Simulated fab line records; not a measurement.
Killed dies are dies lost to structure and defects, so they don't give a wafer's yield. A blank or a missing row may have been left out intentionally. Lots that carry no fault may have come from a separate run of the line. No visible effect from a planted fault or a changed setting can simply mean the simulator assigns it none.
2 desks looking at one fault    flow n5Finfet    numbers are kept per desk, each desk with only its own; the story behind them comes last

== THE METROLOGY DESK ==
Means of the sampled wafers that have a number, per lot and without regard to the tool the lot ran on: this is what the gauges read. The brackets show how far a lot's mean lies from the usual mean; more than 4 standard deviations puts the lot out of limits, marked OUT. Readings shown: 7 of its 16, picked as those furthest out on some lot.
Columns: A = thkNm at N5_SD_EPI_N_EPI_MEAS_23, usual 59.1 nm; B = thkNm at N5_SD_EPI_P_EPI_MEAS_23, usual 61.2 nm; C = RS_SD_N at N5_SD_ACTIVATION_RS_MEAS_03, usual 21.9 ohm/sq; D = RS_SD_P at N5_SD_ACTIVATION_RS_MEAS_03, usual 55.9 ohm/sq; E = ION_P at N5_BEOL_M4_RC_MEAS_101, usual 464 uA/um; F = RS_SD_P at N5_BEOL_M4_RC_MEAS_101, usual 65.8 ohm/sq; G = VT_P at N5_BEOL_M4_RC_MEAS_101, usual -250 mV
lot   first seen here  A     B     C     D     E    F     G
L912  day 3 13:28      59.2  62.0  22.2  53.7  450  63.3  -255
L913  day 3 20:41      57.5  60.0  22.0  57.3  470  67.6  -250
L915  day 4 05:41      58.6  61.3  22.1  57.3  473  66.9  -248
L918  day 5 00:20      58.2  61.7  22.5  56.4  463  66.2  -250
L919  day 5 06:02      59.6  60.3  21.6  56.0  449  66.5  -253
L924  day 6 16:29      58.3  61.0  22.2  55.1  465  64.5  -249
L925  day 6 21:43      57.5  61.8  22.2  53.3  468  63.0  -252
L928  day 7 12:17      60.1  63.3  21.9  54.6  468  64.5  -248
L929  day 7 18:40      58.0  65.6  22.4  53.3  460  63.0  -250
L930  day 8 01:24      61.2  62.1  21.5  54.9  464  65.2  -252
This desk's finding: nothing out of limits on any of the 10 lots.

== AT THE TOOL OWNER'S DESK: epiRpcvd-03 ==
The tool's own readings at N5_SD_EPI_P_EPI_21 (deposits SiGe:B, time 355 s): means of the sampled wafers that have a number, for each lot that ran on this tool. The brackets show how far a lot's mean lies from the usual mean; more than 4 standard deviations puts the lot out of limits, marked OUT.
Columns: A = susceptor_temp_C_max at N5_SD_EPI_P_EPI_21, usual 551.2
lot   first seen here  A
L913  day 4 02:46      551.2
L915  day 4 12:24      551.1
L918  day 5 06:48      551.3
L919  day 5 12:56      551.3
L925  day 7 03:44      551.2
L928  day 7 19:07      550.9
L929  day 8 01:41      551.3
L930  day 8 10:52      551.2
This desk's finding: nothing out of limits on any of the 8 lots.

== ALL TOGETHER ==
Nothing out of limits was seen by the metrology desk.
The tool owner's desk saw nothing out of limits.

== WHAT THE SIMULATOR PUT IN ==
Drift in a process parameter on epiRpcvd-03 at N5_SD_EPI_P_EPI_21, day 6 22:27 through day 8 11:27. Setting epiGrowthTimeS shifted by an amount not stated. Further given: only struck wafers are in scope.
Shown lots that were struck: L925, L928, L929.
